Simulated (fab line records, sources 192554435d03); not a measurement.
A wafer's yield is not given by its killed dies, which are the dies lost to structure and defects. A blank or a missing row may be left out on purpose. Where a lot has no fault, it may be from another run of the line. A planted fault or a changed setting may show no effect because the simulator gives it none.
One fault seen from 3 desks / flow n5Finfet / each desk has only its own numbers; what lay behind them comes last

== DESK OF THE TOOL OWNER: pecvd-01 ==
The tool's own readings at N5_BEOL_M2_PECVD_72 (deposits SiO2 from TEOS/O2, target thk 16 nm, time 18 s): means of the sampled wafers that have a number, for each lot that ran on this tool. If a lot's mean is further than 4 standard deviations from the usual mean, the lot is out of limits and carries the mark OUT (the distance appears in the brackets).
Columns: A = heaterPowerW at N5_BEOL_M2_PECVD_72, usual 769 W; B = showerheadPlenumPTorr at N5_BEOL_M2_PECVD_72, usual 8.77 Torr; C = showerheadVppV at N5_BEOL_M2_PECVD_72, usual 1304 V; D = throttleValvePct at N5_BEOL_M2_PECVD_72, usual 22.0 %
lot=L653; first seen here=day 6 18:39; A=809; B=8.72; C=1276; D=22.3
lot=L660; first seen here=day 8 20:16; A=781; B=8.74; C=1292; D=21.0
lot=L671; first seen here=day 11 07:21; A=857; B=8.75; C=1280; D=22.6
This desk's verdict: no lot among the 3 shows anything out of limits.

== FROM THE METROLOGY DESK ==
Means of the sampled wafers that have a number, per lot and without regard to the tool the lot ran on: this is what the gauges read. If a lot's mean is further than 4 standard deviations from the usual mean, the lot is out of limits and carries the mark OUT (the distance appears in the brackets). Readings shown: 7 of its 10, picked as those furthest out on some lot.
Columns: A = DIBL_N at N5_BEOL_M4_RC_MEAS_101, usual 36.0 mV/V; B = DIBL_P at N5_BEOL_M4_RC_MEAS_101, usual 36.2 mV/V; C = IOFF_N at N5_BEOL_M4_RC_MEAS_101, usual 0.155 nA/um; D = IOFF_P at N5_BEOL_M4_RC_MEAS_101, usual 0.21 nA/um; E = ION_N at N5_BEOL_M4_RC_MEAS_101, usual 674 uA/um; F = VT_N at N5_BEOL_M4_RC_MEAS_101, usual 250.0 mV; G = VT_P at N5_BEOL_M4_RC_MEAS_101, usual -251 mV
lot=L653; first seen here=day 9 19:06; A=34.0; B=33.6; C=0.111; D=0.16; E=657; F=255.0; G=-254
lot=L656; first seen here=day 11 12:30; A=36.0; B=34.4; C=0.144; D=0.20; E=673; F=250.1; G=-251
lot=L660; first seen here=day 12 05:06; A=37.1; B=37.5; C=0.155; D=0.19; E=671; F=249.8; G=-253
lot=L661; first seen here=day 12 11:48; A=35.4; B=36.5; C=0.151; D=0.19; E=672; F=251.0; G=-251
lot=L671; first seen here=day 13 08:01; A=38.0; B=38.1; C=0.182; D=0.29; E=679; F=249.9; G=-244
lot=L672; first seen here=day 14 15:31; A=36.9; B=36.6; C=0.167; D=0.24; E=681; F=251.0; G=-246
lot=L658; first seen here=day 15 11:17; A=35.6; B=36.5; C=0.150; D=0.19; E=666; F=251.0; G=-253
lot=L676; first seen here=day 15 11:43; A=34.9; B=34.6; C=0.125; D=0.19; E=669; F=253.6; G=-250
lot=L673; first seen here=day 16 09:26; A=35.3; B=36.1; C=0.151; D=0.20; E=673; F=249.2; G=-252
This desk's verdict: no lot among the 9 shows anything out of limits.

== THE DEFECT DESK ==
What the inspections along the route counted, lot by lot: means of the sampled wafers that have a number. If a lot's mean is further than 4 standard deviations from the usual mean, the lot is out of limits and carries the mark OUT (the distance appears in the brackets).
Columns: A = rawDefectCount at N5_BEOL_M2_INSPECT_59, usual 69
lot=L653; first seen here=day 8 07:10; A=69
lot=L656; first seen here=day 9 16:45; A=55
lot=L660; first seen here=day 10 09:22; A=52
lot=L661; first seen here=day 10 12:46; A=104
lot=L671; first seen here=day 11 15:32; A=79
lot=L672; first seen here=day 13 03:00; A=57
lot=L658; first seen here=day 13 13:07; A=57
lot=L676; first seen here=day 13 17:37; A=89
lot=L673; first seen here=day 13 22:21; A=60
This desk's verdict: no lot among the 9 shows anything out of limits.

== BROUGHT TOGETHER ==
Nothing out of limits was seen by the tool owner's desk.
Metrology desk: nothing out of limits seen.
Nothing out of limits was seen by the defect desk.

== WHAT THE SIMULATOR HAD PUT IN ==
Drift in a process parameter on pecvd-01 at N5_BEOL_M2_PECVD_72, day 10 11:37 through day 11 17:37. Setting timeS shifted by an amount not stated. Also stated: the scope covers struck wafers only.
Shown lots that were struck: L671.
